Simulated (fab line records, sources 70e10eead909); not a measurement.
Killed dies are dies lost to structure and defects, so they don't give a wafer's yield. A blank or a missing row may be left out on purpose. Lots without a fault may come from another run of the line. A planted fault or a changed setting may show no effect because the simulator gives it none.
fab line records | flow nand_harc
record lots=7 wafers=21 last_day=32
route steps=1302 shown A_STAIRCASE@695 END@1302
lots that met no fault: from a run of the same line without faults
start_h: hours from the record's first day to the start of the lot's first wafer shown | wait_h: hours since the lot's step before | " the same as in the row above | L1.1+2: a row that stands for several wafers | - no value, or no start given | * or withheld: withheld | < > ~ a bound
route shown NAME@n: a module of which the file shows steps, and the number in the route of the first | usual: mean/standard deviation of fault-free wafers | same: alike in all rows | chamber/n: place in a boat | sites: the reading at each site | _std_site: their standard deviation | _edge_site: outer sites' mean less inner sites' | radius_mm: how far each site lies from the wafer's centre | mask NAME#n: copy n | behind: the tool/chamber that last shaped the wafer | hold: why the lot was held/for how many hours/how that ended | device: the transistor (n, p or np) that didn't switch | end of line: the same wafers' tests at the end of the route | a step without rows: its recipe alone | killed: dies lost to structure and defects at the first sort, not the wafer's yield | map: a wafer's dies, x killed, . not, _ none there
set.NAME: the setting as run; set.NAME@STEP: as run at that earlier step | model.NAME: the simulator's own value behind a step, which no gauge read
lots at some steps of the route; a table a step, a row a wafer
services: from which hour (start_h, from the record's first day; less than 0 if before it) a tool's chamber was out of use, for how many hours, and why
## steps
# step NHARC_A_STAIRCASE_EXPOSE_181
# recipe na=0.5 dose_mj=27.87 mask_id=STAIR_2
# step NHARC_A_STAIRCASE_PEB_182
# recipe peb_temp_c=115 peb_time_s=130
# step NHARC_A_STAIRCASE_DEVELOP_183
# recipe time_s=140
# step NHARC_A_STAIRCASE_HARDBAKE_185
# recipe temp_c=120 time_s=140
# step NHARC_A_STAIRCASE_DESCUM_186
# recipe time_s=3 o2_flow_sccm=200 ar_flow_sccm=0 bias_power_w=0 chemistry=O2
# step NHARC_A_STAIRCASE_TRIM_187
# recipe time_s=211.2 o2_flow_sccm=500 ar_flow_sccm=0 bias_w=0 chemistry=O2
# step NHARC_A_STAIRCASE_ETCH_188
# recipe target_depth_a=1000 time_s=40.5 ion_energy_ev=400 c4f8_flow_sccm=20 o2_flow_sccm=10 ar_flow_sccm=withheld rf_w=600 bias_w=1000 chemistry=C4F8/O2
# usual oes_product_au=0.942/0.017 rf_vpp_V=895/6.5
# columns lot.wafer tool chamber start_h wait_h oes_product_au rf_hours_counter_h rf_vpp_V
L367.4 rie_diel-11 0 - - 0.941 48 887
L367.6 " 3 " " 0.923 - 897
L367.5 " 0 " " 0.945 - 888
L371.1 rie_diel-11 2 - - 0.950 10 891
L371.2 " 1 " " 0.952 10 893
L371.6 " 2 " " 0.942 - 893
L376.4 rie_diel-11 1 - - 0.959 24 890
L376.5 " 3 " " 0.942 - 898
L376.6 " 0 " " 0.944 - 889
L377.4 rie_diel-04 2 - - 0.950 52 893
L377.5 " 3 " " 0.976 - 887
L377.6 " 0 " " 0.950 - 905
L378.4 rie_diel-11 1 - - 0.954 27 891
L378.3 " 3 " " 0.934 24 898
L378.6 " 2 " " 0.920 - 890
L381.4 rie_diel-11 1 - - 0.942 41 891
L381.6 " 2 " " 0.927 - 891
L381.5 " 3 " " 0.937 - 897
L382.2 rie_diel-04 0 - - 0.933 7 905
L382.5 " 0 " " 0.935 - 904
L382.6 " 1 " " 0.922 - 903
# step NHARC_A_STAIRCASE_TRIM_189
# recipe time_s=211.2 o2_flow_sccm=500 ar_flow_sccm=0 bias_w=0 chemistry=O2
# step NHARC_A_STAIRCASE_ETCH_190
# recipe target_depth_a=1000 time_s=40.5 ion_energy_ev=400 c4f8_flow_sccm=20 o2_flow_sccm=10 ar_flow_sccm=withheld rf_w=600 bias_w=1000 chemistry=C4F8/O2
# usual oes_product_au=0.942/0.015 rf_vpp_V=895/6.5
# columns lot.wafer tool chamber start_h wait_h oes_product_au rf_hours_counter_h rf_vpp_V
L367.4 rie_diel-11 1 - - 0.974 53 893
L367.6 " 1 " " 0.972 - 891
L367.5 " 2 " " 0.939 - 892
L371.1 rie_diel-11 0 - - 0.923 9 887
L371.2 " 1 " " 0.954 10 891
L371.6 " 0 " " 0.938 - 887
L376.4 rie_diel-11 2 - - 0.929 23 890
L376.5 " 0 " " 0.957 - 887
L376.6 " 1 " " 0.959 - 891
L377.4 rie_diel-04 0 - - 0.951 48 906
L377.6 " 1 " " 0.927 - 905
L377.5 " 2 " " 0.933 - 894
L378.4 rie_diel-11 0 - - 0.938 25 887
L378.3 " 2 " " 0.916 26 891
L378.6 " 1 " " 0.953 - 892
L381.4 rie_diel-11 2 - - 0.921 44 890
L381.6 " 1 " " 0.957 - 891
L381.5 " 2 " " 0.928 - 890
L382.2 rie_diel-04 0 - - 0.930 7 904
L382.6 " 0 " " 0.923 - 904
L382.5 " 1 " " 0.917 - 902
# step NHARC_A_STAIRCASE_TRIM_191
# recipe time_s=211.2 o2_flow_sccm=500 ar_flow_sccm=0 bias_w=0 chemistry=O2
# usual chamber_pressure_mTorr=60.00/0.056 drypump_motor_current_A=5.7/0.38 oes_product_au=1.002/0.013 rf_vpp_V=57.8/0.95 showerhead_plenum_p_Torr=3.51/0.18 throttle_valve_pct=17.036/0.0088
# same bias_w=0
# columns lot.wafer tool chamber start_h wait_h chamber_pressure_mTorr drypump_motor_current_A oes_product_au rf_hours_counter_h rf_vpp_V showerhead_plenum_p_Torr throttle_valve_pct
L367.4 rie_diel-11 1 - - 59.96 6.2 1.023 53 56.3 3.42 17.038
L367.6 " 0 " " 59.99 5.5 0.996 - 56.7 3.31 17.029
L367.5 " 1 " " 59.98 6.2 1.026 - 58.6 3.42 17.045
L371.1 rie_diel-11 2 - - 60.02 5.7 1.003 10 56.4 3.38 17.042
L371.2 " 1 " " 59.95 6.2 1.015 10 57.6 3.42 17.021
L371.6 " 2 " " 59.92 5.7 1.008 - 58.1 3.38 17.042
L376.4 rie_diel-11 0 - - 59.98 5.5 0.996 22 59.0 3.30 17.034
L376.6 " 3 " " 59.92 5.2 1.012 - 57.4 3.59 17.040
L376.5 " 0 " " 60.10 5.6 1.001 - 57.2 3.30 17.029
L377.4 rie_diel-04 0 - - 60.04 5.5 0.986 48 59.6 3.78 17.031
L377.5 " 2 " " 60.05 5.4 0.995 - 57.2 3.49 17.034
L377.6 " 3 " " 60.06 5.2 1.013 - 58.0 3.29 17.049
L378.3 rie_diel-11 3 - - 60.00 5.2 0.999 24 58.0 3.59 17.054
L378.4 " 0 " " 59.95 5.5 1.003 25 57.0 3.29 17.023
L378.6 " 1 " " 60.00 6.2 1.024 - 56.2 3.41 17.039
L381.4 rie_diel-11 0 - - 59.99 5.5 0.995 38 57.2 3.29 17.023
L381.5 " 2 " " 60.14 5.7 0.988 - 57.2 3.36 17.026
L381.6 " 3 " " 59.98 5.2 1.006 - 58.0 3.58 17.051
L382.2 rie_diel-04 1 - - 60.00 6.0 0.972 7 59.1 3.74 17.016
L382.6 " 0 " " 59.97 5.5 1.000 - 59.2 3.77 17.024
L382.5 " 1 " " 60.02 6.0 0.976 - 58.9 3.74 17.048
# step NHARC_A_STAIRCASE_ETCH_192
# recipe target_depth_a=1000 time_s=40.5 ion_energy_ev=400 c4f8_flow_sccm=20 o2_flow_sccm=10 ar_flow_sccm=withheld rf_w=600 bias_w=1000 chemistry=C4F8/O2
# usual oes_product_au=0.942/0.013 rf_vpp_V=895/6.5
# columns lot.wafer tool chamber start_h wait_h oes_product_au rf_hours_counter_h rf_vpp_V
L367.4 rie_diel-11 0 - - 0.925 49 889
L367.5 " 3 " " 0.927 - 899
L367.6 " 0 " " 0.934 - 887
L371.1 rie_diel-11 2 - - 0.943 10 892
L371.2 " 1 " " 0.967 10 892
L371.6 " 3 " " 0.955 - 899
L376.4 rie_diel-11 1 - - 0.967 24 890
L376.5 " 0 " " 0.944 - 888
L376.6 " 1 " " 0.961 - 891
L377.4 rie_diel-04 1 - - 0.947 53 903
L377.5 " 0 " " 0.946 - 906
L377.6 " 1 " " 0.936 - 903
L378.4 rie_diel-11 0 - - 0.964 25 887
L378.3 " 1 " " 0.962 27 892
L378.6 " 2 " " 0.931 - 890
L381.4 rie_diel-11 3 - - 0.942 42 898
L381.5 " 2 " " 0.925 - 889
L381.6 " 3 " " 0.925 - 898
L382.2 rie_diel-04 2 - - 0.948 7 894
L382.6 " 3 " " 0.940 - 908
L382.5 " 0 " " 0.931 - 906
# step NHARC_A_STAIRCASE_TRIM_193
# recipe time_s=211.2 o2_flow_sccm=500 ar_flow_sccm=0 bias_w=0 chemistry=O2
# usual bias_w=0/0 chamber_pressure_mTorr=60.00/0.058 drypump_motor_current_A=5.7/0.39 oes_product_au=1.001/0.014 rf_vpp_V=57.7/0.94 showerhead_plenum_p_Torr=3.51/0.18 throttle_valve_pct=17.037/0.0087
# columns lot.wafer tool chamber start_h wait_h bias_w chamber_pressure_mTorr drypump_motor_current_A oes_product_au rf_hours_counter_h rf_vpp_V showerhead_plenum_p_Torr throttle_valve_pct
L367.4 rie_diel-11 2 428.65 - 0 60.03 5.7 0.999 54 56.2 3.39 17.042
L367.6 " 3 " " 0 59.96 5.2 0.980 - 57.9 3.60 17.030
L367.5 " 0 " " 0 59.91 5.5 0.988 - 59.0 3.31 17.037
L371.1 rie_diel-11 1 475.43 - 0 59.90 6.2 1.029 10 57.0 3.42 17.052
L371.2 " 2 " " 0 59.99 5.7 1.000 10 57.1 3.38 17.049
L371.6 " 1 " " 0 60.05 6.2 1.025 - 58.7 3.42 17.040
L376.4 rie_diel-11 3 512.89 - - - - - - - - -
L376.6 " 2 " " - - - - - - - -
L376.5 " 3 " " - - - - - - - -
L377.4 rie_diel-04 3 528.77 - - - - - - - - -
L377.6 " 3 " " - - - - - - - -
L377.5 " 0 " " - - - - - - - -
L378.3 rie_diel-11 1 529.18 - - - - - - - - -
L378.4 " 0 " " - - - - - - - -
L378.6 " 1 " " - - - - - - - -
L381.4 rie_diel-11 2 567.05 - 0 60.04 5.7 0.983 45 57.0 3.36 17.021
L381.5 " 0 " " 0 60.04 5.5 0.972 - 56.3 3.29 17.043
L381.6 " 1 " " 0 60.06 6.2 1.022 - 57.9 3.40 17.051
L382.2 rie_diel-04 2 576.34 - 0 59.99 5.4 1.004 7 56.8 3.48 17.039
L382.6 " 1 " " 0 59.90 6.0 0.976 - 59.0 3.74 17.039
L382.5 " 2 " " 0 59.91 5.4 1.010 - 58.8 3.48 17.042
# step NHARC_A_STAIRCASE_ETCH_194
# recipe target_depth_a=1000 time_s=40.5 ion_energy_ev=400 c4f8_flow_sccm=20 o2_flow_sccm=10 ar_flow_sccm=withheld rf_w=600 bias_w=1000 chemistry=C4F8/O2
# usual oes_product_au=0.945/0.019 rf_vpp_V=895/6.3
# columns lot.wafer tool chamber start_h wait_h oes_product_au rf_hours_counter_h rf_vpp_V
L367.4 rie_diel-11 2 - - 0.953 54 891
L367.6 " 3 " " 0.927 - 898
L367.5 " 0 " " 0.927 - 887
L371.1 rie_diel-11 3 - - 0.966 9 898
L371.2 " 1 " " 0.964 10 892
L371.6 " 3 " " 0.966 - 898
L376.4 rie_diel-11 2 - - 0.931 23 890
L376.5 " 3 " " 0.943 - 899
L376.6 " 0 " " 0.955 - 888
L377.4 rie_diel-04 0 - - 0.939 48 905
L377.6 " 2 " " 0.946 - 895
L377.5 " 3 " " 0.954 - 887
L378.4 rie_diel-11 0 - - 0.956 25 887
L378.3 " 1 " " 0.952 27 892
L378.6 " 0 " " 0.951 - 886
L381.4 rie_diel-11 1 - - 0.955 41 889
L381.5 " 0 " " 0.920 - 885
L381.6 " 1 " " 0.955 - 891
L382.2 rie_diel-04 0 - - 0.927 7 905
L382.5 " 1 " " 0.907 - 903
L382.6 " 2 " " 0.947 - 894
# step NHARC_END_SORT_01
# recipe temp_c=25
# usual killed_at_array=55/19 killed_at_other=0.9/1.4 killed_at_periphery=3.8/2.9 killed_dies=60/19 killed_open=3.3/1.8 killed_short=2.6/1.6
# same gross_dies=677
# columns lot.wafer tool chamber start_h wait_h killed_at_array killed_at_other killed_at_periphery killed_dies killed_open killed_short
L376.4 prober-02 0 718.47 3.4 675 0 2 677 3 4
L376.5 prober-02 0 719.26 3.6 670 0 7 677 6 3
L376.6 prober-02 0 720.05 3.9 677 0 0 677 4 2
L378.3 prober-01 0 736.61 3.1 673 1 3 677 3 0
L378.4 prober-01 0 737.41 3.4 674 2 1 677 2 1
L378.6 prober-01 0 739.00 4.0 674 1 2 677 5 1
L377.4 prober-02 0 737.41 3.4 664 7 6 677 5 1
L377.5 prober-02 0 738.21 3.7 674 0 3 677 3 1
L377.6 prober-02 0 739.01 4.0 675 1 1 677 1 4
# killed by level:class
L376.4 A_STAIRCASE:area_trim=591 A_CHANNEL_HOLE_D1:chamber_film_flake=36 A_SLIT:chamber_film_flake=20 A_CHANNEL_HOLE_D2:chamber_film_flake=15 A_CONTACT:chamber_film_flake=3 A_WL_FILL:geometric_particle:short=2 A_STAIRCASE:chamber_film_flake=2 A_SOURCE_PLATE:geometric_particle:open=1
L376.5 A_STAIRCASE:area_trim=583 A_CHANNEL_HOLE_D1:chamber_film_flake=31 A_CHANNEL_HOLE_D2:chamber_film_flake=20 A_SLIT:chamber_film_flake=19 A_STAIRCASE:chamber_film_flake=5 A_CONTACT:chamber_film_flake=4 P_ZERO_WELL:chamber_film_flake=3 P_M0:geometric_particle:open=2
L376.6 A_STAIRCASE:area_trim=596 A_SLIT:chamber_film_flake=32 A_CHANNEL_HOLE_D1:chamber_film_flake=27 A_CHANNEL_HOLE_D2:chamber_film_flake=10 A_CONTACT:chamber_film_flake=4 A_DECK1_JOINT:geometric_particle:open=1 A_STAIRCASE:geometric_particle:open=1 A_SGD_CUT:geometric_particle:open=1
L378.3 A_STAIRCASE:area_trim=623 A_CHANNEL_HOLE_D1:chamber_film_flake=22 A_SLIT:chamber_film_flake=18 A_CONTACT:chamber_film_flake=3 P_M0:geometric_particle:open=2 A_CHANNEL_FILL_D1:chamber_film_flake=2 A_DECK1_JOINT:chamber_film_flake=2 A_STAIRCASE:chamber_film_flake=2
L378.4 A_STAIRCASE:area_trim=603 A_CHANNEL_HOLE_D1:chamber_film_flake=31 A_SLIT:chamber_film_flake=28 A_CONTACT:chamber_film_flake=5 A_STAIRCASE:chamber_film_flake=4 THIN_TSV:chamber_film_flake=2 P_GATE:geometric_particle:open=1 A_DECK1_JOINT:geometric_particle:short=1
L377.4 A_STAIRCASE:area_trim=630 A_CHANNEL_HOLE_D2:chamber_film_flake=19 THIN_TSV:chamber_film_flake=7 A_SLIT:chamber_film_flake=6 P_CONTACT:geometric_particle:open=2 P_M0:geometric_particle:open=2 P_GATE:chamber_film_flake=2 A_CHANNEL_HOLE_D1:chamber_film_flake=2
L377.5 A_STAIRCASE:area_trim=629 A_CHANNEL_HOLE_D2:chamber_film_flake=19 A_CHANNEL_HOLE_D1:chamber_film_flake=10 A_STAIRCASE:chamber_film_flake=4 A_SLIT:chamber_film_flake=4 A_ZERO_WELL:chamber_film_flake=3 P_CONTACT:geometric_particle:open=1 P_M0:geometric_particle:open=1
L378.6 A_STAIRCASE:area_trim=603 A_CHANNEL_HOLE_D1:chamber_film_flake=34 A_SLIT:chamber_film_flake=21 A_STAIRCASE:chamber_film_flake=5 A_CONTACT:chamber_film_flake=4 P_CONTACT:geometric_particle:open=1 P_M2:geometric_particle:open=1 A_SOURCE_PLATE:geometric_particle:short=1
L377.6 A_STAIRCASE:area_trim=636 A_CHANNEL_HOLE_D2:chamber_film_flake=17 A_SLIT:chamber_film_flake=8 A_CHANNEL_HOLE_D1:chamber_film_flake=3 A_CHANNEL_FILL_D1:geometric_particle:short=2 A_CHANNEL_FILL_D2:chamber_film_flake=2 A_STAIRCASE:chamber_film_flake=2 A_WL_FILL:chamber_film_flake=2
# map L376.4 (x killed, . not)
____________x____________
_________xxxxxxx_________
_______xxxxxxxxxxx_______
______xxxxxxxxxxxxx______
_____xxxxxxxxxxxxxxx_____
____xxxxxxxxxxxxxxxxx____
____xxxxxxxxxxxxxxxxx____
___xxxxxxxxxxxxxxxxxxx___
___xxxxxxxxxxxxxxxxxxx___
__xxxxxxxxxxxxxxxxxxxxx__
__xxxxxxxxxxxxxxxxxxxxx__
_xxxxxxxxxxxxxxxxxxxxxxx_
_xxxxxxxxxxxxxxxxxxxxxxx_
_xxxxxxxxxxxxxxxxxxxxxxx_
_xxxxxxxxxxxxxxxxxxxxxxx_
_xxxxxxxxxxxxxxxxxxxxxxx_
xxxxxxxxxxxxxxxxxxxxxxxxx
xxxxxxxxxxxxxxxxxxxxxxxxx
xxxxxxxxxxxxxxxxxxxxxxxxx
xxxxxxxxxxxxxxxxxxxxxxxxx
xxxxxxxxxxxxxxxxxxxxxxxxx
_xxxxxxxxxxxxxxxxxxxxxxx_
_xxxxxxxxxxxxxxxxxxxxxxx_
_xxxxxxxxxxxxxxxxxxxxxxx_
_xxxxxxxxxxxxxxxxxxxxxxx_
_xxxxxxxxxxxxxxxxxxxxxxx_
__xxxxxxxxxxxxxxxxxxxxx__
__xxxxxxxxxxxxxxxxxxxxx__
___xxxxxxxxxxxxxxxxxxx___
___xxxxxxxxxxxxxxxxxxx___
____xxxxxxxxxxxxxxxxx____
____xxxxxxxxxxxxxxxxx____
_____xxxxxxxxxxxxxxx_____
______xxxxxxxxxxxxx______
_______xxxxxxxxxxx_______
_________xxxxxxx_________
____________x____________
# map L377.4 (x killed, . not)
____________x____________
_________xxxxxxx_________
_______xxxxxxxxxxx_______
______xxxxxxxxxxxxx______
_____xxxxxxxxxxxxxxx_____
____xxxxxxxxxxxxxxxxx____
____xxxxxxxxxxxxxxxxx____
___xxxxxxxxxxxxxxxxxxx___
___xxxxxxxxxxxxxxxxxxx___
__xxxxxxxxxxxxxxxxxxxxx__
__xxxxxxxxxxxxxxxxxxxxx__
_xxxxxxxxxxxxxxxxxxxxxxx_
_xxxxxxxxxxxxxxxxxxxxxxx_
_xxxxxxxxxxxxxxxxxxxxxxx_
_xxxxxxxxxxxxxxxxxxxxxxx_
_xxxxxxxxxxxxxxxxxxxxxxx_
xxxxxxxxxxxxxxxxxxxxxxxxx
xxxxxxxxxxxxxxxxxxxxxxxxx
xxxxxxxxxxxxxxxxxxxxxxxxx
xxxxxxxxxxxxxxxxxxxxxxxxx
xxxxxxxxxxxxxxxxxxxxxxxxx
_xxxxxxxxxxxxxxxxxxxxxxx_
_xxxxxxxxxxxxxxxxxxxxxxx_
_xxxxxxxxxxxxxxxxxxxxxxx_
_xxxxxxxxxxxxxxxxxxxxxxx_
_xxxxxxxxxxxxxxxxxxxxxxx_
__xxxxxxxxxxxxxxxxxxxxx__
__xxxxxxxxxxxxxxxxxxxxx__
___xxxxxxxxxxxxxxxxxxx___
___xxxxxxxxxxxxxxxxxxx___
____xxxxxxxxxxxxxxxxx____
____xxxxxxxxxxxxxxxxx____
_____xxxxxxxxxxxxxxx_____
______xxxxxxxxxxxxx______
_______xxxxxxxxxxx_______
_________xxxxxxx_________
____________x____________
## services
# columns tool chamber start_h hours kind
rie_diel-11 0 413.88 - clean
rie_diel-11 1 413.88 - clean
rie_diel-11 2 413.88 - clean
rie_diel-11 3 413.88 - clean
rie_diel-11 - 434.79 9.0 pm
rie_diel-11 0 434.79 9.0 vent_cycle
rie_diel-11 1 434.79 9.0 vent_cycle
rie_diel-11 2 434.79 9.0 vent_cycle
rie_diel-11 3 434.79 9.0 vent_cycle
rie_diel-11 0 443.79 - clean
rie_diel-11 1 443.79 - clean
rie_diel-11 2 443.79 - clean
rie_diel-11 3 443.79 - clean
rie_diel-11 0 468.36 - clean
rie_diel-11 1 468.36 - clean
rie_diel-11 2 468.36 - clean
rie_diel-11 3 468.36 - clean
rie_diel-11 0 492.91 - clean
rie_diel-11 1 492.91 - clean
rie_diel-11 2 492.91 - clean
rie_diel-11 3 492.91 - clean
rie_diel-11 0 541.41 - clean
rie_diel-11 1 541.41 - clean
rie_diel-11 2 541.41 - clean
## key
first_sign step=NHARC_A_STAIRCASE_TRIM_193 reading=tool_record direction=missing
effect step=NHARC_END_SORT_01 reading=killed_dies direction=up sigmas=33 usual=60 struck=677
more_kills_born_at NHARC_A_STAIRCASE_TRIM_193@rie_diel-11=3600 NHARC_A_STAIRCASE_TRIM_193@rie_diel-04=1896
met_at NHARC_A_STAIRCASE_TRIM_193
struck_wafers L376.4,L376.5,L376.6,L377.4,L377.5,L377.6,L378.3,L378.4,L378.6
later_rows_left_out L376.4,L376.5,L376.6,L377.4,L377.5,L377.6,L378.3,L378.4,L378.6
tester_left_out L376,L377,L378
onset_between 475.43 512.89
fault kind=skipped_step_whole tool=rie_diel-04,rie_diel-11 chamber=- onset_h=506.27 steps=NHARC_A_STAIRCASE_TRIM_193 scope=struck_lots_only
# tester_left_out: of these lots the tester's yield and bins aren't shown, on N5 and GAA mostly nor the transistor test; their killed dies are dies lost to structure and defects alone, not to doping, threshold or leakage, so they don't give the yield
# later_rows_left_out: the simulator's readings of these wafers behind a module that went badly wrong aren't trusted and aren't shown, but for the sort
